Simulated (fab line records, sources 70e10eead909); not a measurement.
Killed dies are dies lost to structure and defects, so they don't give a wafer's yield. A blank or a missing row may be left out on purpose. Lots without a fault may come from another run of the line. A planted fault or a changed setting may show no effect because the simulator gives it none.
Chamber matching | flow nand_harc | NHARC_A_STAIRCASE_TRIM_20 on rie_diel-11: 4 sister chambers
The step chemistry O2, time 211.2 s. 8 wafers are shown with their chamber, then 10 later ones without.

WAFERS WITH THEIR CHAMBER
wafer  | chamber | showerhead_plenum_p_Torr (Torr) | drypump_motor_current_A (A)
L078.5 | 0       | 3.70                            | 5.4
L078.6 | 1       | 3.60                            | 6.4
L083.3 | 3       | 3.35                            | 5.8
L081.1 | 1       | 3.59                            | 6.4
L081.3 | 0       | 3.69                            | 5.5
L081.6 | 2       | 3.79                            | 5.5
L085.1 | 2       | 3.79                            | 5.5
L085.3 | 3       | 3.35                            | 5.8

WAFERS WITHOUT THEIR CHAMBER
wafer  | showerhead_plenum_p_Torr (Torr) | drypump_motor_current_A (A)
L085.4 | 3.69                            | 5.5
L088.2 | 3.58                            | 6.4
L088.5 | 3.34                            | 5.7
L088.6 | 3.68                            | 5.5
L092.1 | 3.58                            | 6.4
L092.2 | 3.34                            | 5.7
L092.4 | 3.68                            | 5.5
L095.2 | 3.67                            | 5.5
L095.4 | 3.77                            | 5.5
L095.5 | 3.57                            | 6.4

WHICH CHAMBER EACH WENT THROUGH
wafer  | from the rows above | in truth
L085.4 | 0                   | 0
L088.2 | 1                   | 1
L088.5 | 3                   | 3
L088.6 | 0                   | 0
L092.1 | 1                   | 1
L092.2 | 3                   | 3
L092.4 | 0                   | 0
L095.2 | 0                   | 0
L095.4 | 2                   | 2
L095.5 | 1                   | 1
Placed correctly: 10 of 10. Can't be placed from these rows: 0. Placed wrongly: 0.
How it was worked out, from the rows above alone: a wafer's distance from a chamber is the root of the sum, over the readings, of the square of ((its reading less the chamber's mean) divided by the reading's scatter). The wafer belongs to the nearest chamber; if the next one is less than 2 further off, it can't be placed. A chamber's mean is the mean of its shown wafers. The scatter: the root of (the sum of the squares of (reading less its chamber's mean) over the shown wafers, divided by (wafers less chambers)).
